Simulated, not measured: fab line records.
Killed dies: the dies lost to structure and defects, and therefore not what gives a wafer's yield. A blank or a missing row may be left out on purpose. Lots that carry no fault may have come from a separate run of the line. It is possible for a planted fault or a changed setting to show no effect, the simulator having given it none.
Chamber matching :: flow n5-finfet :: 4 sister chambers for N5_FIN_SAQP_SPACER1_ETCHBACK_25 on rie-diel-03
The step etches SiO2 in CHF3/O2, target depth 24.4 nm, time 12.2 s. 14 wafers are shown with their chamber, then 7 later ones without.

## WAFERS WITH THEIR CHAMBER
wafer: L074.2
chamber: 3
showerhead-plenum-p-Torr (Torr): 2.39
drypump-motor-current-A (A): 5.4
throttle-valve-pct (%): 18.80

wafer: L074.3
chamber: 2
showerhead-plenum-p-Torr (Torr): 2.36
drypump-motor-current-A (A): 5.2
throttle-valve-pct (%): 18.89

wafer: L074.5
chamber: 3
showerhead-plenum-p-Torr (Torr): 2.39
drypump-motor-current-A (A): 5.4
throttle-valve-pct (%): 18.81

wafer: L089.2
chamber: 3
showerhead-plenum-p-Torr (Torr): 2.38
drypump-motor-current-A (A): 5.4
throttle-valve-pct (%): 18.86

wafer: L089.4
chamber: 1
showerhead-plenum-p-Torr (Torr): 2.36
drypump-motor-current-A (A): 6.0
throttle-valve-pct (%): 19.31

wafer: L089.5
chamber: 1
showerhead-plenum-p-Torr (Torr): 2.35
drypump-motor-current-A (A): 6.0
throttle-valve-pct (%): 19.29

wafer: L091.2
chamber: 1
showerhead-plenum-p-Torr (Torr): 2.35
drypump-motor-current-A (A): 6.0
throttle-valve-pct (%): 19.31

wafer: L091.3
chamber: 0
showerhead-plenum-p-Torr (Torr): 2.58
drypump-motor-current-A (A): 5.5
throttle-valve-pct (%): 18.66

wafer: L091.5
chamber: 3
showerhead-plenum-p-Torr (Torr): 2.38
drypump-motor-current-A (A): 5.4
throttle-valve-pct (%): 18.86

wafer: L092.2
chamber: 3
showerhead-plenum-p-Torr (Torr): 2.38
drypump-motor-current-A (A): 5.3
throttle-valve-pct (%): 18.87

wafer: L092.4
chamber: 1
showerhead-plenum-p-Torr (Torr): 2.35
drypump-motor-current-A (A): 6.0
throttle-valve-pct (%): 19.32

wafer: L092.6
chamber: 2
showerhead-plenum-p-Torr (Torr): 2.35
drypump-motor-current-A (A): 5.1
throttle-valve-pct (%): 18.96

wafer: L094.2
chamber: 2
showerhead-plenum-p-Torr (Torr): 2.35
drypump-motor-current-A (A): 5.2
throttle-valve-pct (%): 18.96

wafer: L094.4
chamber: 3
showerhead-plenum-p-Torr (Torr): 2.37
drypump-motor-current-A (A): 5.4
throttle-valve-pct (%): 18.88

SIGNATURES (averages over the wafers above)
reading: showerhead-plenum-p-Torr
chamber 0: 2.5800
chamber 1: 2.3525
chamber 2: 2.3533
chamber 3: 2.3817
scatter within a chamber: 0.00652

reading: drypump-motor-current-A
chamber 0: 5.500
chamber 1: 6.000
chamber 2: 5.167
chamber 3: 5.383
scatter within a chamber: 0.0387

reading: throttle-valve-pct
chamber 0: 18.6600
chamber 1: 19.3075
chamber 2: 18.9367
chamber 3: 18.8467
scatter within a chamber: 0.0305
Rule: for a wafer and a chamber, the distance is found by dividing, reading by reading, the gap between the wafer's reading and the chamber's mean by the reading's scatter, squaring, summing and taking the root. If the next closest chamber is less than 2 further off than the closest, the wafer can't be placed; otherwise it belongs to the closest. How the scatter is found: for the shown wafers, subtract from each reading the mean of its chamber, square and add these, divide the total by (wafers less chambers), then take the root.

## WAFERS WITHOUT THEIR CHAMBER
wafer: L094.5
showerhead-plenum-p-Torr (Torr): 2.35
drypump-motor-current-A (A): 5.2
throttle-valve-pct (%): 18.95

wafer: L096.2
showerhead-plenum-p-Torr (Torr): 2.34
drypump-motor-current-A (A): 5.2
throttle-valve-pct (%): 18.94

wafer: L096.3
showerhead-plenum-p-Torr (Torr): 2.57
drypump-motor-current-A (A): 5.5
throttle-valve-pct (%): 18.69

wafer: L096.6
showerhead-plenum-p-Torr (Torr): 2.34
drypump-motor-current-A (A): 5.2
throttle-valve-pct (%): 18.95

wafer: L097.2
showerhead-plenum-p-Torr (Torr): 2.57
drypump-motor-current-A (A): 5.5
throttle-valve-pct (%): 18.71

wafer: L097.4
showerhead-plenum-p-Torr (Torr): 2.34
drypump-motor-current-A (A): 5.2
throttle-valve-pct (%): 18.97

wafer: L097.6
showerhead-plenum-p-Torr (Torr): 2.34
drypump-motor-current-A (A): 5.2
throttle-valve-pct (%): 18.98

## CHAMBER TAKEN BY EACH
wafer: L094.5
from the rows above: 2
in truth: 2

wafer: L096.2
from the rows above: 2
in truth: 2

wafer: L096.3
from the rows above: 0
in truth: 0

wafer: L096.6
from the rows above: 2
in truth: 2

wafer: L097.2
from the rows above: 0
in truth: 0

wafer: L097.4
from the rows above: 2
in truth: 2

wafer: L097.6
from the rows above: 2
in truth: 2
Placed correctly: 7 of 7. Left unplaced by these rows: 0. Placed wrongly: 0.
